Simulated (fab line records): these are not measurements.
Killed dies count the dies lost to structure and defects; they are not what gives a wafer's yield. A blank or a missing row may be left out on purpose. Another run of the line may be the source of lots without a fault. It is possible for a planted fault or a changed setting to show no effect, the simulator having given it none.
Problem report, 8D (eight disciplines) form, completed by code + flow nand harc + the parts of the form that need people (team, actions taken, sign-off) are left out

1. WHAT IS WRONG
run length s at NHARC_P_GATE_ETCH_114 reads a mean of 35.5 s on 2 wafers of 2 lots; wafers without a fault read 37.7 s with a standard deviation of 0.49. That is -4.4 standard deviations from the usual mean.
The step: etches the open film in CF4/O2, target depth 30 nm, overetch 3 nm, time 16.5 s.
First observed at day 11 20:00: wafer L852.4, on rie diel-03. The record holds 39 wafers of 14 lots with a number at this step. Rule for "out", or "out of limits": more than 4 standard deviations from the usual mean. Any other wafer with a number is counted as sound.

2. WHAT IT IS, WHAT IT ISN'T
| question                    | is                | is not                                                                                          |
|-----------------------------|-------------------|-------------------------------------------------------------------------------------------------|
| which readings at this step | run length s      | drypump motor current A, oes product au, rf vpp V, showerhead plenum p Torr, throttle valve pct |
| which lots                  | L852, L853        | L835, L836, L837, L838, L839, L840, L841, L842, L843, L844, L845, L858                          |
| which wafers of those lots  | L852.4, L853.6    | L853.5                                                                                          |
| read on which tools         | rie diel-03       | rie diel-11, rie diel-12                                                                        |
| when                        | from day 11 20:00 | up to then (33 sound wafers); but 4 sound wafers of L853, L858 came after                       |

3. THE SUSPECTS, EACH WITH WHAT RULES IT OUT
Counting: if a tool at a process step up to the reading ran every lot that is out, it stays a suspect. Sound lots after the first of them don't rule it out here, since some wafers of a struck lot are sound.
- rie diel-11 at NHARC_P_GATE_DESCUM_13 (chemistry O2, time 3 s): kept. Every lot that is out went through it, the first being L852 (day 11 04:50); the last sound lot it ran before that was L845 (day 8 15:10).
- rie diel-03 at NHARC_P_GATE_ETCH_104 (etches the open film in CF4/CHF3, target depth 60 nm): kept. Every lot that is out went through it, the first being L852 (day 11 19:34); the last sound lot it ran before that was L845 (day 9 08:10).
- rie diel-03 at NHARC_P_GATE_ETCH_114 (etches the open film in CF4/O2, target depth 30 nm, overetch 3 nm, time 16.5 s): kept. Every lot that is out went through it, the first being L852 (day 11 20:00); the last sound lot it ran before that was L845 (day 9 08:00). Its own readings are out on those wafers: run length s.
- Within rie diel-11 at NHARC_P_GATE_DESCUM_13: the wafers that are out ran in chambers 2, 3; their sound lot-mates ran in chamber 0.
- Within rie diel-03 at NHARC_P_GATE_ETCH_104: the wafers that are out ran in chambers 1, 3; their sound lot-mates ran in chamber 2.
- At NHARC_P_GATE_ETCH_114 on rie diel-03, chamber 2 took the sound wafers of the same lots and chamber 1 took the wafers that are out.
Left after counting: rie diel-11 at NHARC_P_GATE_DESCUM_13, rie diel-03 at NHARC_P_GATE_ETCH_104, rie diel-03 at NHARC_P_GATE_ETCH_114.

4. THE CAUSE (what the simulator had put in)
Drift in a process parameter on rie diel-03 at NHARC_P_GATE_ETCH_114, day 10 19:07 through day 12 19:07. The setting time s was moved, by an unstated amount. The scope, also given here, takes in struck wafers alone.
This tool is one of the 3 suspects left after counting.

5. THE EFFECT CHAIN, in route order
Rows list readings where the struck wafers' mean (over those with a number) sits beyond 3 standard deviations from the usual. Only readings for which the record gives a usual standard deviation are gone through. hours: the time from each lot's start at the first step in this table that gives one to its start at this step, as a median over the lots. sigmas: the change in usual standard deviations.
| hours | step                  | reading      | usual  | on struck wafers | change | sigmas |
|-------|-----------------------|--------------|--------|------------------|--------|--------|
| 0     | NHARC_P_GATE_ETCH_114 | run length s | 37.7 s | 35.5             | -2.2   | -4.4   |
Process steps it contains:
- NHARC_P_GATE_ETCH_114: etches the open film in CF4/O2, target depth 30 nm, overetch 3 nm, time 16.5 s.

6. HOW IT WOULD HAVE BEEN CAUGHT EARLIER
The fault began at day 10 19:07; the first out-of-limits reading in this record came at day 11 20:00, 25 hours later.
